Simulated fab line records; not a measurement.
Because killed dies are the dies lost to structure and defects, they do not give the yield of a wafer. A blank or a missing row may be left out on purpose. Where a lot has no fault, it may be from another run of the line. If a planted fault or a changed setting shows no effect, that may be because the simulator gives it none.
Matching of chambers -- flow nand harc -- NHARC_A_STAIRCASE_ALD_415 on ald hk-01: 4 sister chambers
The step deposits SiO2, target thk 30 nm, pulse time 6 s, ald cycles 300. 8 wafers are shown with their chamber, then 9 later ones without.

== WAFERS, EACH WITH ITS CHAMBER ==
wafer,chamber,heater power w (W),susceptor temp C (C)
L083.2,3,497,299.85
L083.5,2,501,300.15
L087.2,1,487,299.93
L087.3,2,505,300.10
L087.4,0,405,299.89
L092.1,1,479,300.07
L092.5,0,407,299.97
L092.6,3,521,299.85

== WAFERS WITH NO CHAMBER GIVEN ==
wafer,heater power w (W),susceptor temp C (C)
L093.1,483,300.00
L093.3,492,300.15
L093.5,486,300.23
L095.1,513,299.82
L095.4,489,299.81
L095.5,516,300.02
L097.1,512,299.89
L097.4,470,299.84
L097.5,506,299.68

== THE CHAMBER EACH PASSED THROUGH ==
wafer,from the rows above,in truth
L093.1,1,1
L093.3,can't be placed: 2 or 1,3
L093.5,can't be placed: 2 or 1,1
L095.1,3,3
L095.4,can't be placed: 3 or 1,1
L095.5,can't be placed: 2 or 3 or 1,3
L097.1,3,3
L097.4,can't be placed: 1 or 3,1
L097.5,3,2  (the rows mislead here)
Placed correctly: 3 of 9. From these rows, 5 cannot be placed; in 4 the true chamber is one of the candidates. Wrongly placed: 1.
How it was worked out, from the rows above alone: a wafer's distance from a chamber is the root of the sum, over the readings, of the square of ((its reading less the chamber's mean) divided by the reading's scatter). If the next closest chamber is less than 2 further off than the closest, the wafer can't be placed; otherwise it belongs to the closest. For every chamber, the mean is computed from those of its wafers that are shown. The scatter: take each reading less its chamber's mean, square it, sum over the shown wafers, divide by the number of wafers less the number of chambers, and take the root.
